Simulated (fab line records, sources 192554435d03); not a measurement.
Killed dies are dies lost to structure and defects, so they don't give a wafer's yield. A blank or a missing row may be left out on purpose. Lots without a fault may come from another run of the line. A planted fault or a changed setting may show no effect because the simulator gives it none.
Problem report in the 8D (eight disciplines) form, filled by code | flow n5_finfet | the parts of the form that need people (team, actions taken, sign-off) are left out

1. THE PROBLEM
raw_defect_count at N5_BEOL_M1_INSPECT_30 reads a mean of 1494 on 6 wafers of 2 lots; wafers without a fault read 391 with a standard deviation of 93. That is +12 standard deviations from the usual mean.
The step: inspects for defects (brightfield).
First seen on wafer L975.2, day 8 23:38, on defect_inspect-01. The record holds 27 wafers of 9 lots with a number at this step. Rule for "out", or "out of limits": more than 4 standard deviations from the usual mean. The other wafers with a number count as sound.

2. WHAT IT IS AND WHAT IT IS NOT
question                    | is                                   | is not
which readings at this step | raw_defect_count                     | -
which lots                  | L975, L978                           | L965, L966, L970, L980, L981, L986, L987
which wafers of those lots  | all that have a number               | -
read on which gauges        | defect_inspect-01, defect_inspect-02 | -
when                        | from day 8 23:38                     | up to then (9 sound wafers); but 12 sound wafers of L980, L981, L986, L987 came after

3. SUSPECTS, AND WHAT RULES EACH OUT
Counting: a tool at a process step up to the reading stays a suspect if it ran every lot that is out and no sound lot after the first of them.
- the gauge at N5_BEOL_M1_INSPECT_30: ruled out. The wafers that are out were read on 2 gauges (defect_inspect-01, defect_inspect-02).
- rie_diel-05 at N5_BEOL_M1_ETCH_63 (etches SiARC in CF4, target depth 15.6 nm, time 26 s): ruled out as a lasting fault. Sound lots L987 ran on it after its first lot that is out, L975 (day 8 22:43).
- rie_diel-05 at N5_BEOL_M1_STRIP_66 (strips in CF4): ruled out as a lasting fault. Sound lots L987 ran on it after its first lot that is out, L975 (day 8 22:52).
Left after counting: nothing in the record.

4. THE CAUSE (what the simulator had put in)
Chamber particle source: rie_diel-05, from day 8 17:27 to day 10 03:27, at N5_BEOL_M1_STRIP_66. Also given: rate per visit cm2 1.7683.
Counting ruled it out, wrongly: the rule takes a fault to strike every lot that its tool runs from its start on, and this one did not.

5. THE CHAIN OF EFFECTS, in route order
Each row: a reading whose mean over the struck wafers that have a number lies more than 3 standard deviations from the usual. Only readings for which the record gives a usual standard deviation are gone through. hours: the time from each lot's start at the first step in this table that gives one to its start at this step, as a median over the lots. sigmas: the change in usual standard deviations.
hours | step                    | reading              | usual  | on struck wafers | change | sigmas
0     | N5_BEOL_M1_INSPECT_30   | raw_defect_count     | 391    | 1494             | +1103  | +12
164   | N5_PASSIVATION_PROBE_49 | defect_limited_yield | 91.4 % | 84.8             | -6.6   | -5.0
164   | N5_PASSIVATION_PROBE_49 | killed_at_M0_to_M3   | 34     | 113              | +79    | +7.9
164   | N5_PASSIVATION_PROBE_49 | killed_dies          | 101    | 179              | +78    | +5.2
164   | N5_PASSIVATION_PROBE_49 | killed_on_rim        | 13     | 30               | +17    | +4.4
164   | N5_PASSIVATION_PROBE_49 | sort_bin_5_function  | 5.0 %  | 8.8              | +3.8   | +4.7
164   | N5_PASSIVATION_PROBE_49 | sort_n_pass          | 1079   | 1001             | -78    | -5.2
164   | N5_PASSIVATION_PROBE_49 | sort_yield_pct       | 91.4 % | 84.8             | -6.6   | -5.0
The process steps in it:
- N5_PASSIVATION_PROBE_49
Later measuring or inspecting steps at which every struck wafer that the step has a row for has a number for every such reading, and none has moved that far: N5_BEOL_M4_RC_MEAS_101.

6. WHAT WOULD HAVE CAUGHT IT SOONER
In this record the first reading out of limits at a measuring or inspecting step was taken at day 8 23:38, 6 hours after the fault began at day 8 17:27.
Of the tool readings at N5_BEOL_M1_STRIP_66 for which the record gives a usual standard deviation, none was out on any struck wafer, so an alarm limit of 4 standard deviations on them would not have fired.
